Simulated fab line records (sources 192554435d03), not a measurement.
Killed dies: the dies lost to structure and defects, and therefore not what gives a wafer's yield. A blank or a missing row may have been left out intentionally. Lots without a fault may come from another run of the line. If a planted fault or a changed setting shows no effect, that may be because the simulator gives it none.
Split-lot study -- flow n5 finfet -- on a route of 1938 steps: 7 lots, 21 wafers read

## ON THE SPLIT
At N5_DUMMY_GATE_ETCH_37 (etches SOC in N2/H2, target depth 60 nm, overetch 30 nm), the setting source w was moved away from the recipe's 840 W on 6 of the 21 wafers read, by -12.2% to +11.6%. This setting was run at the recipe's value on the other wafers.

The reading comes from the split's own step.

## THE READING
rf vpp V, in V, at N5_DUMMY_GATE_ETCH_37 (etches SOC in N2/H2, target depth 60 nm, overetch 30 nm). A value of 525.0 V with a standard deviation of 2.1 V is what fault-free wafers of this fab line usually give.

wafer,"tool, chamber at the split","source w as run, W",against the recipe,"rf vpp V, V",against lot-mates on the recipe
L077.2,"rie diel-02, 3",840,recipe,526.2,-
L077.3,"rie diel-02, 2",840,recipe,526.7,-
L077.5,"rie diel-02, 2",840,recipe,524.3,-
L079.2,"rie diel-02, 0",925.3,+10.2%,509.4,-15.8
L079.4,"rie diel-02, 0",840,recipe,525.2,-
L079.6,"rie diel-02, 3",925.3,+10.2%,509.1,-16.1
L081.4,"rie diel-05, 0",937.5,+11.6%,507.0,-20.9
L081.5,"rie diel-05, 1",840,recipe,528.3,-
L081.6,"rie diel-05, 0",840,recipe,527.5,-
L083.2,"rie diel-02, 3",840,recipe,526.0,-
L083.3,"rie diel-02, 1",840,recipe,526.7,-
L083.5,"rie diel-02, 1",840,recipe,527.6,-
L084.1,"rie diel-06, 0",840,recipe,521.4,-
L084.4,"rie diel-06, 1",840,recipe,522.6,-
L084.6,"rie diel-06, 2",737.4,-12.2%,547.3,+25.3
L090.3,"rie diel-02, 3",759.8,-9.5%,540.7,+16.1
L090.4,"rie diel-02, 1",759.8,-9.5%,542.7,+18.1
L090.5,"rie diel-02, 3",840,recipe,524.6,-
L092.1,"rie diel-02, 2",840,recipe,525.1,-
L092.2,"rie diel-02, 3",840,recipe,523.8,-
L092.4,"rie diel-02, 0",840,recipe,525.4,-

FIT RESULTS
A straight line over all 21 wafers: rf vpp V changes by -1.67 V for each +1% of source w; r = -0.99; the points scatter about the line by 1.7 V.
The same after taking each lot's own level away (the mean of its wafers on the recipe; 21 wafers): -1.79 V for each +1%; r = -0.99; scatter 1.2 V.
According to that fit, moving source w by its largest amount changes the reading by 22 V.
Measured against the standard deviation above, the lots' own levels, which go from 522.00 to 527.90 V, span 2.8 times it.
The two slopes agree, so the slope changes little with the lot-to-lot level.
Check: with one of the wafers moved furthest among these (-12.2%) left out of the fit, the line predicts +21.1 V for it against its lot-mates. It came out at +25.3 V against them.
Tool readings at the split's step, against how far the setting was moved: rf vpp V r = -0.99.

## OTHER SPLITS ON THESE WAFERS
These wafers also went through other splits before the reading. Each is held against what the fit with the lots' levels taken away leaves over:
other split on the same wafers,wafers away from the commonest value,r with rf vpp V (lot level and that fit taken away)
N5_ZERO_LAYER_DEVELOP_10 develop time s,6,-0.10
N5_PMOS_HMC_CHANNEL_EPI_EXPOSE_06 dose mj,5,+0.05
N5_PMOS_HMC_CHANNEL_EPI_DESCUM_14 time s,8,+0.38
N5_FIN_CUT_CUT_ETCH_15 time s,8,+0.10

## THE FILE'S OWN FIT
rf vpp V changes by -1.83 V for each +1% of source w, r = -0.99.
